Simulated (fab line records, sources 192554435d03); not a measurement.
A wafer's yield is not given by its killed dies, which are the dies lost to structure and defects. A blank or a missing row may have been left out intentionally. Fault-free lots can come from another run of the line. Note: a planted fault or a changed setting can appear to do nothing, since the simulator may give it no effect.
Chamber matching + flow n5Finfet + cmp-04 running N5_GATE_CUT_CMP_61: 4 sister chambers
The step polishes, stops on SiNx, t overpolish 3 s. 18 wafers are shown with their chamber, then 9 later ones without.

## WAFERS PAIRED WITH THEIR CHAMBERS
| wafer  | chamber | motorCurrentA (A) |
|--------|---------|-------------------|
| L077.2 | 3       | 11.2              |
| L077.3 | 0       | 11.2              |
| L077.4 | 2       | 12.5              |
| L084.1 | 1       | 11.4              |
| L084.2 | 3       | 11.1              |
| L084.3 | 0       | 10.6              |
| L086.3 | 3       | 10.8              |
| L086.4 | 2       | 12.7              |
| L086.6 | 1       | 12.1              |
| L087.1 | 1       | 11.5              |
| L087.2 | 2       | 13.0              |
| L087.5 | 1       | 11.8              |
| L091.1 | 2       | 13.0              |
| L091.4 | 3       | 10.8              |
| L091.5 | 3       | 10.7              |
| L093.1 | 2       | 12.5              |
| L093.3 | 1       | 11.8              |
| L093.4 | 3       | 11.2              |

SIGNATURES, as means of the wafers listed above
| reading       | chamber 0 | chamber 1 | chamber 2 | chamber 3 | scatter within a chamber |
|---------------|-----------|-----------|-----------|-----------|--------------------------|
| motorCurrentA | 10.900    | 11.720    | 12.740    | 10.967    | 0.266                    |
Rule: a wafer lies at a distance from a chamber equal to the root of the sum of squares, over the readings, of (its reading less the chamber's mean, divided by the reading's scatter). If the next closest chamber is less than 2 further off than the closest, the wafer can't be placed; otherwise it belongs to the closest. The scatter: the root of (the sum of the squares of (reading less its chamber's mean) over the shown wafers, divided by (wafers less chambers)).

## WAFERS WHOSE CHAMBER IS MISSING
| wafer  | motorCurrentA (A) |
|--------|-------------------|
| L095.1 | 12.0              |
| L095.2 | 11.1              |
| L095.3 | 11.1              |
| L095.4 | 12.8              |
| L095.5 | 12.8              |
| L095.6 | 11.2              |
| L097.2 | 11.0              |
| L097.4 | 11.8              |
| L097.5 | 11.0              |

## WHICH CHAMBER EACH WENT THROUGH
| wafer  | from the rows above          | in truth |
|--------|------------------------------|----------|
| L095.1 | can't be placed: 1 or 2      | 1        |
| L095.2 | can't be placed: 3 or 0 or 1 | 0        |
| L095.3 | can't be placed: 3 or 0 or 1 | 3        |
| L095.4 | 2                            | 2        |
| L095.5 | 2                            | 2        |
| L095.6 | can't be placed: 3 or 0 or 1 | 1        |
| L097.2 | can't be placed: 3 or 0      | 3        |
| L097.4 | 1                            | 1        |
| L097.5 | can't be placed: 3 or 0      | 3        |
Correctly placed: 3 of 9. From these rows, 6 cannot be placed; in 6 the true chamber is one of the candidates. 0 placed wrongly.
